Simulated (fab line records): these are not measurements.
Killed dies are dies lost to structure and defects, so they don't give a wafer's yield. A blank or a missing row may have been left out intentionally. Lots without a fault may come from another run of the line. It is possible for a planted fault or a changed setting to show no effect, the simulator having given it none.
fab line records + flow n5-finfet
record:
- lots: 7
- wafers: 21
route steps=1938 shown BEOL_M11@1562 BEOL_M12@1637 BEOL_M13@1685 BEOL_M14@1751
start-h: hours from the record's first day to the start of the lot's first wafer shown + wait-h: hours elapsed since this lot's preceding step + " identical to the entry in the row above + L1.1+2: a row that stands for several wafers + - no value present, or no start provided + * or withheld: withheld + < > ~ a bound
route shown NAME@n: a module of which the file shows steps, and the number in the route of the first + usual: the fault-free wafers' mean and standard deviation + same: alike in all rows + chamber/n: place in a boat + sites: each site's reading + _std_site: how widely they spread, as a standard deviation + _edge_site: outer sites' mean less inner sites' + radius-mm: how far each site lies from the wafer's centre + mask NAME#n: copy n + behind: the tool/chamber that last shaped the wafer + hold: the reason the lot was held/the length of the hold in hours/how it ended + device: names the non-switching transistor (n, p or np) + end of line: the route-end tests of the same wafers + for a step that has no rows: nothing shown but its recipe + killed: at the first sort, the dies lost to defects and structure; wafer yield is something else + map: the dies of a wafer, with x for killed, . for not killed, _ for no die there
set.NAME: setting as actually run; set.NAME@STEP: the setting as run at that earlier step + model.NAME: the simulator's own value behind a step, which no gauge read
lots whose settings were changed on purpose; a table a step, a row a wafer
== steps ==
step: N5_BEOL_M11_COAT_22
recipe:
- resist: CAR-ArF
- spin-rpm: 1500
- resist-thk-nm: 90
| lot.wafer | tool           | chamber | start-h | wait-h | set.spin-rpm | model.CAR-ArF_of_BEOL_M11_COAT_22.thk-nm |
|-----------|----------------|---------|---------|--------|--------------|------------------------------------------|
| L078.1+5  | litho-track-05 | 0       | -       | -      | 1500         | 90.2                                     |
| L078.4    | "              | 0       | "       | "      | 1592         | 87.6                                     |
| L085.2    | litho-track-05 | 0       | -       | -      | 1500         | 90.6                                     |
| L085.4+6  | "              | 0       | "       | "      | 1500         | 90.4                                     |
| L086.1    | litho-track-05 | 0       | -       | -      | 1500         | 89.8                                     |
| L086.3    | "              | 0       | "       | "      | 1500         | 89.6                                     |
| L086.6    | "              | 0       | "       | "      | 1447         | 91.6                                     |
| L087.2+6  | litho-track-05 | 0       | -       | -      | 1500         | 90                                       |
| L087.3    | "              | 0       | "       | "      | 1500         | 90.2                                     |
| L091.2+4  | litho-track-05 | 0       | -       | -      | 1500         | 89.8                                     |
| L091.3    | "              | 0       | "       | "      | 1500         | 89.6                                     |
| L095.1    | litho-track-01 | 0       | -       | -      | 1500         | 89.8                                     |
| L095.2+3  | "              | 0       | "       | "      | 1443         | 91.4                                     |
| L097.1    | litho-track-05 | 0       | -       | -      | 1500         | 89.6                                     |
| L097.2+4  | "              | 0       | "       | "      | 1500         | 90                                       |
step: N5_BEOL_M11_EBR_24
recipe:
- solvent: PGMEA
- ebr-width-mm: 1.5
step: N5_BEOL_M11_SOFTBAKE_23
recipe:
- temp-c: 110
- time-s: 60
- resist: CAR-ArF
step: N5_BEOL_M11_EXPOSE_25
recipe:
- mask-id: V10
- na: 1.35
- source-shape: annular
- sigma-inner: 0.5
- sigma-outer: 0.8
- polarization: unpolarized
- dose-mj: 85.5
step: N5_BEOL_M11_PEB_26
recipe:
- peb-temp-c: withheld
- peb-time-s: 60
- resist: CAR-ArF
step: N5_BEOL_M11_DEVELOP_27
recipe:
- develop-time-s: 30
- developer: TMAH
- resist: CAR-ArF
- rinse-liquid: diw
- dry: air-spin
- dev-temp-c: 23
| lot.wafer  | tool           | chamber | start-h | wait-h | set.spin-rpm@BEOL_M11_COAT_22 | model.CAR-ArF_of_BEOL_M11_COAT_22.thk-nm |
|------------|----------------|---------|---------|--------|-------------------------------|------------------------------------------|
| L078.1     | litho-track-01 | 0       | -       | -      | 1500                          | 88.4                                     |
| L078.4     | "              | 0       | "       | "      | 1592                          | 86                                       |
| L078.5     | "              | 0       | "       | "      | 1500                          | 88.6                                     |
| L085.2+4   | litho-track-01 | 0       | -       | -      | 1500                          | 88.8                                     |
| L085.6     | "              | 0       | "       | "      | 1500                          | 88.6                                     |
| L086.1     | litho-track-01 | 0       | -       | -      | 1500                          | 88.2                                     |
| L086.3     | "              | 0       | "       | "      | 1500                          | 88                                       |
| L086.6     | "              | 0       | "       | "      | 1447                          | 89.8                                     |
| L087.2+3+6 | litho-track-03 | 0       | -       | -      | 1500                          | 88.4                                     |
| L091.2+3   | litho-track-03 | 0       | -       | -      | 1500                          | 88                                       |
| L091.4     | "              | 0       | "       | "      | 1500                          | 88.2                                     |
| L095.1     | litho-track-03 | 0       | -       | -      | 1500                          | 88                                       |
| L095.2     | "              | 0       | "       | "      | 1443                          | 89.8                                     |
| L095.3     | "              | 0       | "       | "      | 1443                          | 89.6                                     |
| L097.1     | litho-track-05 | 0       | -       | -      | 1500                          | 88                                       |
| L097.2+4   | "              | 0       | "       | "      | 1500                          | 88.2                                     |
step: N5_BEOL_M11_DESCUM_33
recipe:
- chemistry: O2
- time-s: 7.9
- source-power-w: 50
- bias-power-w: 20
- pressure-mtorr: 20
- rf-frequency-hz: 2.712e+07
- temp-c: 40
- resist: CAR-ArF
- o2-flow-sccm: 225
step: N5_BEOL_M11_ETCH_65
recipe:
- chemistry: CF4
- target: SiARC
- target-depth-a: 390
- mask-material: CAR-ArF
- time-s: 65
- ion-energy-ev: 80
- pressure-mtorr: 40
- source-w: 545
- bias-w: 36
- Ar_flow_sccm: 100
- cf4-flow-sccm: 100
- ends: cleared
| lot.wafer | tool        | chamber | start-h | wait-h | set.spin-rpm@BEOL_M11_COAT_22 | model.CAR-ArF_of_BEOL_M11_COAT_22.thk-nm |
|-----------|-------------|---------|---------|--------|-------------------------------|------------------------------------------|
| L078.1+5  | rie-diel-03 | 3,1     | 248.71  | 0.0    | 1500                          | 55.8                                     |
| L078.4    | "           | 2       | "       | "      | 1592                          | 53.2                                     |
| L085.2    | rie-diel-03 | 0       | 290.46  | 0.0    | 1500                          | 56                                       |
| L085.4+6  | "           | 1       | "       | "      | 1500                          | 55.8                                     |
| L086.1    | rie-diel-01 | 3       | 299.56  | 0.0    | 1500                          | 55.4                                     |
| L086.3    | "           | 1       | "       | "      | 1500                          | 55.2                                     |
| L086.6    | "           | 1       | "       | "      | 1447                          | 57                                       |
| L087.2+6  | rie-diel-01 | 0,3     | 316.64  | 0.0    | 1500                          | 55.6                                     |
| L087.3    | "           | 2       | "       | "      | 1500                          | 55.8                                     |
| L091.2+4  | rie-diel-03 | 1,3     | 331.12  | 0.0    | 1500                          | 55.4                                     |
| L091.3    | "           | 2       | "       | "      | 1500                          | 55.2                                     |
| L095.1    | rie-diel-01 | 2       | 351.16  | 0.0    | 1500                          | 55.2                                     |
| L095.2    | "           | 0       | "       | "      | 1443                          | 57                                       |
| L095.3    | "           | 1       | "       | "      | 1443                          | 56.8                                     |
| L097.1    | rie-diel-03 | 3       | 379.49  | 0.0    | 1500                          | 55.4                                     |
| L097.2+4  | "           | 1,0     | "       | "      | 1500                          | 55.6                                     |
step: N5_BEOL_M11_ETCH_66
recipe:
- chemistry: N2/H2
- target: SOC
- target-depth-a: 1200
- overetch-a: 240
- mask-material: SiARC
- temp-c: 40
- time-s: 180
- ion-energy-ev: 200
- pressure-mtorr: 30
- source-w: 840
- bias-w: 150
- n2-flow-sccm: 200
- h2-flow-sccm: 200
| lot.wafer | tool        | chamber | start-h | wait-h | set.spin-rpm@BEOL_M11_COAT_63 | model.etch.depth-nm |
|-----------|-------------|---------|---------|--------|-------------------------------|---------------------|
| L078.1    | rie-diel-03 | 3       | 248.76  | 0.0    | 1647                          | 95.55               |
| L078.4    | "           | 2       | "       | "      | 1647                          | 95.86               |
| L078.5    | "           | 1       | "       | "      | 1500                          | 100.6               |
| L085.2    | rie-diel-03 | 0       | 290.51  | 0.0    | 1500                          | 100.6               |
| L085.4    | "           | 1       | "       | "      | 1500                          | 100.4               |
| L085.6    | "           | 1       | "       | "      | 1500                          | 100.3               |
| L086.1    | rie-diel-01 | 3       | 299.61  | 0.0    | 1500                          | 100.3               |
| L086.3    | "           | 1       | "       | "      | 1409                          | 103.5               |
| L086.6    | "           | 1       | "       | "      | 1409                          | 103.7               |
| L087.2    | rie-diel-01 | 0       | 316.69  | 0.0    | 1657                          | 94.82               |
| L087.3    | "           | 2       | "       | "      | 1500                          | 99.83               |
| L087.6    | "           | 3       | "       | "      | 1657                          | 94.28               |
| L091.2    | rie-diel-03 | 1       | 331.17  | 0.0    | 1500                          | 99.94               |
| L091.3    | "           | 2       | "       | "      | 1500                          | 100.1               |
| L091.4    | "           | 3       | "       | "      | 1599                          | 97.37               |
| L095.1    | rie-diel-01 | 2       | 351.21  | 0.0    | 1500                          | 99.92               |
| L095.2    | "           | 0       | "       | "      | 1380                          | 104.5               |
| L095.3    | "           | 1       | "       | "      | 1500                          | 99.85               |
| L097.1+2  | rie-diel-03 | 3,1     | 379.54  | 0.0    | 1500                          | 100.1               |
| L097.4    | "           | 0       | "       | "      | 1500                          | 99.67               |
step: N5_BEOL_M11_STRIP_69
recipe:
- chemistry: N2/H2
- temp-c: 40
- n2-flow-sccm: 200
- h2-flow-sccm: 200
- rf-frequency-hz: 6e+07
step: N5_BEOL_M11_VIA_ETCH_34
recipe:
- chemistry: C4F6/O2
- target: SiCOH_lowk
- target-depth-a: 1845
- mask-material: SOC
- taper-deg: 4
- time-s: 69.2
- ion-energy-ev: 250
- pressure-mtorr: 30
- source-w: 345
- bias-w: 185
- Ar_flow_sccm: 300
- C4F6_flow_sccm: 10
- O2_flow_sccm: 10
| lot.wafer | tool        | chamber | start-h | wait-h | set.spin-rpm@BEOL_M11_COAT_63 | model.SOC_of_BEOL_M11_COAT_63.thk-nm |
|-----------|-------------|---------|---------|--------|-------------------------------|--------------------------------------|
| L078.1    | rie-diel-03 | 3       | 248.88  | 0.0    | 1647                          | 87.4                                 |
| L078.4    | "           | 2       | "       | "      | 1647                          | 87.8                                 |
| L078.5    | "           | 1       | "       | "      | 1500                          | 92.2                                 |
| L085.2    | rie-diel-03 | 0       | 290.64  | 0.0    | 1500                          | 92.4                                 |
| L085.4+6  | "           | 1       | "       | "      | 1500                          | 92.2                                 |
| L086.1    | rie-diel-01 | 3       | 299.73  | 0.0    | 1500                          | 92.6                                 |
| L086.3    | "           | 1       | "       | "      | 1409                          | 95.4                                 |
| L086.6    | "           | 1       | "       | "      | 1409                          | 95.6                                 |
| L087.2    | rie-diel-01 | 0       | 316.82  | 0.0    | 1657                          | 86.8                                 |
| L087.3    | "           | 2       | "       | "      | 1500                          | 91.8                                 |
| L087.6    | "           | 3       | "       | "      | 1657                          | 86.4                                 |
| L091.2    | rie-diel-03 | 1       | 331.30  | 0.0    | 1500                          | 91.6                                 |
| L091.3    | "           | 2       | "       | "      | 1500                          | 92                                   |
| L091.4    | "           | 3       | "       | "      | 1599                          | 89                                   |
| L095.1+3  | rie-diel-01 | 2,1     | 351.33  | 0.0    | 1500                          | 91.8                                 |
| L095.2    | "           | 0       | "       | "      | 1380                          | 96.4                                 |
| L097.1+2  | rie-diel-03 | 3,1     | 379.66  | 0.0    | 1500                          | 91.8                                 |
| L097.4    | "           | 0       | "       | "      | 1500                          | 91.2                                 |
step: N5_BEOL_M12_ETCH_68
recipe:
- chemistry: N2/H2
- target: SOC
- mask-material: SiARC
- source-w: 3000
- bias-w: 350
- temp-c: 40
- time-s: 285
- ion-energy-ev: 200
- pressure-mtorr: 30
- n2-flow-sccm: 200
- h2-flow-sccm: 200
| lot.wafer | tool        | chamber | start-h | wait-h | set.time-s | model.SiARC_of_BEOL_M12_COAT_66.thk-nm |
|-----------|-------------|---------|---------|--------|------------|----------------------------------------|
| L078.1    | rie-diel-05 | 1       | 253.95  | 0.1    | 285        | 85.4                                   |
| L078.4    | "           | 2       | "       | "      | 285        | 86.2                                   |
| L078.5    | "           | 3       | "       | "      | 285        | 86                                     |
| L085.2    | rie-diel-05 | 2       | 294.96  | 0.1    | 285        | 87.2                                   |
| L085.4    | "           | 3       | "       | "      | 285        | 86.6                                   |
| L085.6    | "           | 0       | "       | "      | 285        | 85.8                                   |
| L086.1    | rie-diel-06 | 1       | 305.16  | 0.1    | 285        | 85.6                                   |
| L086.3+6  | "           | 2       | "       | "      | 285        | 85.2                                   |
| L087.2    | rie-diel-06 | 1       | 323.39  | 0.1    | 324.1      | 82.2                                   |
| L087.3    | "           | 2       | "       | "      | 285        | 85                                     |
| L087.6    | "           | 2       | "       | "      | 285        | 85.6                                   |
| L091.2    | rie-diel-06 | 3       | 336.26  | 0.1    | 285        | 84.4                                   |
| L091.3    | "           | 1       | "       | "      | 285        | 84.6                                   |
| L091.4    | "           | 2       | "       | "      | 234.3      | 89.2                                   |
| L095.1+3  | rie-diel-06 | 0,1     | 356.03  | 0.1    | 285        | 85.6                                   |
| L095.2    | "           | 2       | "       | "      | 285        | 85                                     |
| L097.1    | rie-diel-06 | 2       | 384.87  | 0.1    | 285        | 84.8                                   |
| L097.2    | "           | 0       | "       | "      | 285        | 85.6                                   |
| L097.4    | "           | 1       | "       | "      | 337.8      | 80.4                                   |
step: N5_BEOL_M13_EXPOSE_25
recipe:
- mask-id: M13
- na: 0.93
- source-shape: conventional
- sigma-outer: 0.4
- polarization: unpolarized
- target-cd-nm: 210
- dose-mj: 22
| lot.wafer  | tool           | chamber | start-h | wait-h | mask  | set.dose-mj |
|------------|----------------|---------|---------|--------|-------|-------------|
| L078.1     | krf-scanner-01 | 0       | 261.29  | -      | M13#0 | 21.14       |
| L078.4+5   | "              | 0       | "       | "      | M13#0 | 22          |
| L085.2+4+6 | krf-scanner-02 | 0       | 301.46  | -      | M13#0 | 22          |
| L086.1+3   | krf-scanner-01 | 0       | 311.87  | -      | M13#0 | 20.89       |
| L086.6     | "              | 0       | "       | "      | M13#0 | 22          |
| L087.2+6   | krf-scanner-02 | 0       | 327.17  | -      | M13#0 | 20.66       |
| L087.3     | "              | 0       | "       | "      | M13#0 | 22          |
| L091.2     | krf-scanner-02 | 0       | 342.59  | -      | M13#0 | 22          |
| L091.3+4   | "              | 0       | "       | "      | M13#0 | 20.53       |
| L095.1+2+3 | krf-scanner-02 | 0       | 360.65  | -      | M13#0 | 22          |
| L097.1     | krf-scanner-01 | 0       | 393.48  | -      | M13#0 | 23.45       |
| L097.2+4   | "              | 0       | "       | "      | M13#0 | 22          |
step: N5_BEOL_M13_PEB_26
recipe:
- peb-temp-c: 130
- peb-time-s: 90
step: N5_BEOL_M13_DEVELOP_27
recipe:
- develop-time-s: 45
- rinse-liquid: diw
- dry: air-spin
- dev-temp-c: 21
step: N5_BEOL_M13_HARDBAKE_32
recipe:
- temp-c: 130
- time-s: 120
step: N5_BEOL_M13_CD_MEAS_28
recipe:
- target-cd-nm: 209.5
- landing-energy-ev: 500
- detector: se-inlens
usual:
- cd-nm: 209.8/1.3
| lot.wafer | tool      | chamber | start-h | wait-h | set.dose-mj@BEOL_M13_EXPOSE_25 | cd-nm |
|-----------|-----------|---------|---------|--------|--------------------------------|-------|
| L078.1    | cd-sem-02 | 0       | 261.46  | -      | 21.14                          | 204.9 |
| L078.4    | "         | 0       | "       | "      | 22                             | 212.0 |
| L078.5    | "         | 0       | "       | "      | 22                             | 208.5 |
| L085.2    | cd-sem-03 | 0       | 301.63  | -      | 22                             | 209.2 |
| L085.4    | "         | 0       | "       | "      | 22                             | 207.9 |
| L085.6    | "         | 0       | "       | "      | 22                             | 207.9 |
| L086.1    | cd-sem-03 | 0       | 312.04  | -      | 20.89                          | 204.5 |
| L086.3    | "         | 0       | "       | "      | 20.89                          | 205.0 |
| L086.6    | "         | 0       | "       | "      | 22                             | 210.4 |
| L087.2    | cd-sem-01 | 0       | 327.33  | -      | 20.66                          | 202.3 |
| L087.3    | "         | 0       | "       | "      | 22                             | 208.6 |
| L087.6    | "         | 0       | "       | "      | 20.66                          | 202.7 |
| L091.2    | cd-sem-03 | 0       | 342.76  | -      | 22                             | 210.4 |
| L091.3    | "         | 0       | "       | "      | 20.53                          | 204.5 |
| L091.4    | "         | 0       | "       | "      | 20.53                          | 203.9 |
| L095.1    | cd-sem-03 | 0       | 360.82  | -      | 22                             | 210.9 |
| L095.2    | "         | 0       | "       | "      | 22                             | 208.4 |
| L095.3    | "         | 0       | "       | "      | 22                             | 210.9 |
| L097.1    | cd-sem-02 | 0       | 393.66  | -      | 23.45                          | 218.3 |
| L097.2    | "         | 0       | "       | "      | 22                             | 211.2 |
| L097.4    | "         | 0       | "       | "      | 22                             | 212.6 |
step: N5_BEOL_M13_DESCUM_33
recipe:
- chemistry: O2
- time-s: 7.9
- source-power-w: 50
- bias-power-w: 20
- pressure-mtorr: 20
- rf-frequency-hz: 2.712e+07
- temp-c: 40
- o2-flow-sccm: 225
| lot.wafer | tool        | chamber | start-h | wait-h | set.time-s | set.dose-mj@BEOL_M13_EXPOSE_25 | model.BEOL_M13.cd-nm |
|-----------|-------------|---------|---------|--------|------------|--------------------------------|----------------------|
| L078.1    | rie-diel-01 | 3       | 261.55  | 0.0    | 7.9        | 21.14                          | 205.2                |
| L078.4    | "           | 1       | "       | "      | 6.368      | 22                             | 211.6                |
| L078.5    | "           | 2       | "       | "      | 7.9        | 22                             | 208.4                |
| L085.2    | rie-diel-04 | 0       | 301.72  | 0.0    | 7.9        | 22                             | 209.2                |
| L085.4    | "           | 2       | "       | "      | 7.9        | 22                             | 208.2                |
| L085.6    | "           | 2       | "       | "      | 7.9        | 22                             | 207.8                |
| L086.1    | rie-diel-01 | 0       | 312.37  | 0.3    | 7.9        | 20.89                          | 204.2                |
| L086.3    | "           | 3       | "       | "      | 6.429      | 20.89                          | 204.8                |
| L086.6    | "           | 2       | "       | "      | 7.9        | 22                             | 210.4                |
| L087.2    | rie-diel-03 | 0       | 327.42  | 0.0    | 7.9        | 20.66                          | 202.4                |
| L087.3    | "           | 2       | "       | "      | 7.9        | 22                             | 208.8                |
| L087.6    | "           | 0       | "       | "      | 8.498      | 20.66                          | 202.6                |
| L091.2    | rie-diel-04 | 1       | 342.84  | 0.0    | 9.388      | 22                             | 210.4                |
| L091.3    | "           | 0       | "       | "      | 9.388      | 20.53                          | 205                  |
| L091.4    | "           | 0       | "       | "      | 9.388      | 20.53                          | 204.4                |
| L095.1    | rie-diel-03 | 3       | 360.95  | 0.1    | 9.597      | 22                             | 211.6                |
| L095.2    | "           | 1       | "       | "      | 7.9        | 22                             | 208.4                |
| L095.3    | "           | 2       | "       | "      | 7.9        | 22                             | 211                  |
| L097.1    | rie-diel-01 | 2       | 393.88  | 0.2    | 7.9        | 23.45                          | 218.2                |
| L097.2    | "           | 3       | "       | "      | 7.9        | 22                             | 211                  |
| L097.4    | "           | 0       | "       | "      | 7.9        | 22                             | 212.8                |
step: N5_BEOL_M13_ETCH_67
recipe:
- chemistry: CF4
- target: SiARC
- target-depth-a: 1430
- time-s: 238.3
- ion-energy-ev: 80
- pressure-mtorr: 40
- source-w: 545
- bias-w: 36
- Ar_flow_sccm: 100
- cf4-flow-sccm: 100
- ends: cleared
| lot.wafer | tool        | chamber | start-h | wait-h | set.dose-mj@BEOL_M13_EXPOSE_25 | model.BEOL_M13.cd-nm |
|-----------|-------------|---------|---------|--------|--------------------------------|----------------------|
| L078.1    | rie-diel-01 | 3       | 261.59  | 0.0    | 21.14                          | 205                  |
| L078.4    | "           | 1       | "       | "      | 22                             | 213                  |
| L078.5    | "           | 2       | "       | "      | 22                             | 209.2                |
| L085.2    | rie-diel-04 | 0       | 301.75  | 0.0    | 22                             | 209.2                |
| L085.4    | "           | 2       | "       | "      | 22                             | 208.6                |
| L085.6    | "           | 2       | "       | "      | 22                             | 208                  |
| L086.1    | rie-diel-01 | 0       | 312.41  | 0.0    | 20.89                          | 204.6                |
| L086.3    | "           | 3       | "       | "      | 20.89                          | 205                  |
| L086.6    | "           | 2       | "       | "      | 22                             | 211                  |
| L087.2    | rie-diel-03 | 0       | 327.45  | 0.0    | 20.66                          | 202.8                |
| L087.3    | "           | 2       | "       | "      | 22                             | 209.2                |
| L087.6    | "           | 0       | "       | "      | 20.66                          | 203.2                |
| L091.2    | rie-diel-04 | 1       | 342.88  | 0.0    | 22                             | 211.2                |
| L091.3    | "           | 0       | "       | "      | 20.53                          | 205.6                |
| L091.4    | "           | 0       | "       | "      | 20.53                          | 205                  |
| L095.1    | rie-diel-03 | 3       | 360.99  | 0.0    | 22                             | 212.8                |
| L095.2    | "           | 1       | "       | "      | 22                             | 208.6                |
| L095.3    | "           | 2       | "       | "      | 22                             | 211                  |
| L097.1    | rie-diel-01 | 2       | 393.92  | 0.0    | 23.45                          | 218.8                |
| L097.2    | "           | 3       | "       | "      | 22                             | 210.8                |
| L097.4    | "           | 0       | "       | "      | 22                             | 212.4                |
step: N5_BEOL_M13_ETCH_68
recipe:
- chemistry: N2/H2
- target: SOC
- mask-material: SiARC
- source-w: 3000
- bias-w: 350
- temp-c: 40
- time-s: 355
- ion-energy-ev: 200
- pressure-mtorr: 30
- n2-flow-sccm: 200
- h2-flow-sccm: 200
| lot.wafer | tool        | chamber | start-h | wait-h | set.dose-mj@BEOL_M13_EXPOSE_25 | model.BEOL_M13.cd-nm |
|-----------|-------------|---------|---------|--------|--------------------------------|----------------------|
| L078.1    | rie-diel-01 | 3       | 261.73  | 0.1    | 21.14                          | 203.6                |
| L078.4    | "           | 1       | "       | "      | 22                             | 214                  |
| L078.5    | "           | 2       | "       | "      | 22                             | 208                  |
| L085.2    | rie-diel-04 | 0       | 301.90  | 0.1    | 22                             | 209.2                |
| L085.4+6  | "           | 2       | "       | "      | 22                             | 207.6                |
| L086.1    | rie-diel-01 | 0       | 312.55  | 0.1    | 20.89                          | 205.4                |
| L086.3    | "           | 3       | "       | "      | 20.89                          | 202.8                |
| L086.6    | "           | 2       | "       | "      | 22                             | 210.6                |
| L087.2    | rie-diel-03 | 0       | 327.60  | 0.1    | 20.66                          | 202.4                |
| L087.3    | "           | 2       | "       | "      | 22                             | 210.2                |
| L087.6    | "           | 0       | "       | "      | 20.66                          | 203.2                |
| L091.2    | rie-diel-04 | 1       | 343.03  | 0.1    | 22                             | 211.6                |
| L091.3    | "           | 0       | "       | "      | 20.53                          | 205.4                |
| L091.4    | "           | 0       | "       | "      | 20.53                          | 205.2                |
| L095.1    | rie-diel-03 | 3       | 361.13  | 0.1    | 22                             | 214.8                |
| L095.2    | "           | 1       | "       | "      | 22                             | 211                  |
| L095.3    | "           | 2       | "       | "      | 22                             | 213                  |
| L097.1    | rie-diel-01 | 2       | 394.06  | 0.1    | 23.45                          | 219                  |
| L097.2    | "           | 3       | "       | "      | 22                             | 209.8                |
| L097.4    | "           | 0       | "       | "      | 22                             | 212                  |
step: N5_BEOL_M14_ETCH_68
recipe:
- chemistry: N2/H2
- target: SOC
- mask-material: SiARC
- source-w: 3000
- bias-w: 350
- temp-c: 40
- time-s: 450
- ion-energy-ev: 200
- pressure-mtorr: 30
- n2-flow-sccm: 200
- h2-flow-sccm: 200
| lot.wafer | tool        | chamber | start-h | wait-h | set.time-s | model.SiARC_of_BEOL_M14_COAT_66.thk-nm |
|-----------|-------------|---------|---------|--------|------------|----------------------------------------|
| L078.1    | rie-diel-06 | 0       | 267.99  | 0.1    | 450        | 64.2                                   |
| L078.4    | "           | 2       | "       | "      | 450        | 65                                     |
| L078.5    | "           | 3       | "       | "      | 450        | 64.8                                   |
| L085.2    | rie-diel-05 | 2       | 307.06  | 0.1    | 450        | 67                                     |
| L085.4    | "           | 0       | "       | "      | 450        | 64.4                                   |
| L085.6    | "           | 2       | "       | "      | 450        | 66.4                                   |
| L086.1    | rie-diel-02 | 1       | 318.86  | 0.1    | 450        | 64.8                                   |
| L086.3    | "           | 0       | "       | "      | 522.5      | 57.8                                   |
| L086.6    | "           | 2       | "       | "      | 450        | 65.8                                   |
| L087.2    | rie-diel-02 | 0       | 333.36  | 0.1    | 498.3      | 59.4                                   |
| L087.3    | "           | 3       | "       | "      | 450        | 65                                     |
| L087.6    | "           | 1       | "       | "      | 450        | 65.2                                   |
| L091.2    | rie-diel-05 | 0       | 349.10  | 0.1    | 450        | 65.8                                   |
| L091.3    | "           | 2       | "       | "      | 450        | 67.4                                   |
| L091.4    | "           | 1       | "       | "      | 359.4      | 74.8                                   |
| L095.1    | rie-diel-05 | 3       | 365.76  | 0.1    | 537.2      | 57.6                                   |
| L095.2    | "           | 2       | "       | "      | 450        | 68                                     |
| L095.3    | "           | 1       | "       | "      | 537.2      | 57                                     |
| L097.1    | rie-diel-06 | 0       | 400.23  | 0.1    | 421.3      | 67.8                                   |
| L097.2    | "           | 2       | "       | "      | 421.3      | 66.6                                   |
| L097.4    | "           | 3       | "       | "      | 450        | 62                                     |
== key ==
split:
- step: N5_BEOL_M11_COAT_22
- setting: spin-rpm
- stated: 1500
- by: wafer
response:
- step: N5_BEOL_M11_COAT_22
- reading: model.CAR-ArF_of_BEOL_M11_COAT_22.thk-nm
- change: -0.445
- per: 1%
- r: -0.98
response:
- step: N5_BEOL_M11_DEVELOP_27
- reading: model.CAR-ArF_of_BEOL_M11_COAT_22.thk-nm
- change: -0.431
- per: 1%
- r: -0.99
response:
- step: N5_BEOL_M11_ETCH_65
- reading: model.CAR-ArF_of_BEOL_M11_COAT_22.thk-nm
- change: -0.44
- per: 1%
- r: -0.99
split:
- step: N5_BEOL_M12_ETCH_68
- setting: time-s
- stated: 285
- by: wafer
response:
- step: N5_BEOL_M12_ETCH_68
- reading: model.SiARC_of_BEOL_M12_COAT_66.thk-nm
- change: -0.254
- per: 1%
- r: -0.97
split:
- step: N5_BEOL_M13_EXPOSE_25
- setting: dose-mj
- stated: 22
- by: wafer
response:
- step: N5_BEOL_M13_CD_MEAS_28
- reading: cd-nm
- change: +1.03
- per: 1%
- r: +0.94
response:
- step: N5_BEOL_M13_DESCUM_33
- reading: model.BEOL_M13.cd-nm
- change: +1
- per: 1%
- r: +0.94
response:
- step: N5_BEOL_M13_ETCH_67
- reading: model.BEOL_M13.cd-nm
- change: +1.08
- per: 1%
- r: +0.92
response:
- step: N5_BEOL_M13_ETCH_68
- reading: model.BEOL_M13.cd-nm
- change: +1.22
- per: 1%
- r: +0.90
split:
- step: N5_BEOL_M13_DESCUM_33
- setting: time-s
- stated: 7.9
- by: wafer
response none clear
split:
- step: N5_BEOL_M14_ETCH_68
- setting: time-s
- stated: 450
- by: wafer
response:
- step: N5_BEOL_M14_ETCH_68
- reading: model.SiARC_of_BEOL_M14_COAT_66.thk-nm
- change: -0.491
- per: 1%
- r: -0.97
split outside-this-file step=N5_BEOL_M11_COAT_63 setting=spin-rpm
split outside-this-file: this setting was split too, and the file shows its column; the key of that split is in another file
